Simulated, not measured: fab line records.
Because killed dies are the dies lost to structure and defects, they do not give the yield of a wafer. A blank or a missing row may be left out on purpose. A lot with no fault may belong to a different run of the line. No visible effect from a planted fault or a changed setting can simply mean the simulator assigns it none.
One fault seen from 2 desks    flow nand_harc    each desk has only its own numbers; what lay behind them comes last

## METROLOGY DESK
What the gauges read, lot by lot, whatever tool the lot ran on: means of the sampled wafers that have a number. Marked OUT: a lot whose mean sits more than 4 standard deviations from the usual mean, which makes it out of limits; the brackets give that distance.
Columns: A = cd_nm at NHARC_A_CONTACT_CD_MEAS_53, usual 189.6 nm; B = cd_nm at NHARC_A_CONTACT_CD_MEAS_69, usual 199.8 nm
lot   first seen here  A      B
L525  day 16 10:36     189.2  199.9
L528  day 16 13:57     189.9  199.9
L527  day 16 21:55     189.5  198.9
L529  day 17 13:56     190.3  200.3
L531  day 17 17:45     189.4  200.2
L530  day 17 19:44     190.5  200.6
L540  day 20 10:03     190.6  209.6 (+17) OUT
L543  day 20 14:22     189.6  199.4
L541  day 20 21:06     189.9  205.8 (+11) OUT
L547  day 22 01:17     189.4  200.9
L546  day 22 01:44     190.3  200.4
L548  day 22 07:16     187.3  199.6
This desk's finding: out of limits on L540, L541; first on L540, day 20 13:47 (cd_nm at NHARC_A_CONTACT_CD_MEAS_69). L525, L528, L527, L529, L531, L530, L543, L547, L546, L548 stayed within limits.

## THE TOOL OWNER'S DESK: arfi_scanner-03
The tool's own readings at NHARC_A_CONTACT_EXPOSE_66 (exposes mask A CC 2): means of the sampled wafers that have a number, for each lot that ran on this tool. Marked OUT: a lot whose mean sits more than 4 standard deviations from the usual mean, which makes it out of limits; the brackets give that distance.
Columns: A = exposure_dose_mJ_cm2 at NHARC_A_CONTACT_EXPOSE_66, usual 58.97
lot   first seen here  A
L525  day 16 14:01     58.94
L540  day 20 13:38     71.71 (+99 or more) OUT
L541  day 21 00:34     67.12 (+99 or more) OUT
This desk's finding: out of limits on L540, L541; first on L540, day 20 13:38 (exposure_dose_mJ_cm2 at NHARC_A_CONTACT_EXPOSE_66). L525 stayed within limits.

## TAKEN TOGETHER
The tool owner's desk could have raised an alarm at day 20 13:38, on L540, L541.
L540, L541 would have let the metrology desk raise an alarm at day 20 13:47.
Of the lots named, all ran NHARC_A_CONTACT_EXPOSE_66 on arfi_scanner-03.

## WHAT THE SIMULATOR PUT IN
Process parameter drift: arfi_scanner-03, from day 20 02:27 on, at NHARC_A_CONTACT_EXPOSE_66. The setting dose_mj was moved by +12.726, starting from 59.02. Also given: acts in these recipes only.
Lots struck among those shown: L540, L541.
Counting hours from when the fault started, the first reading out of limits came at 11 for the tool owner's desk and at 11 for the metrology desk.
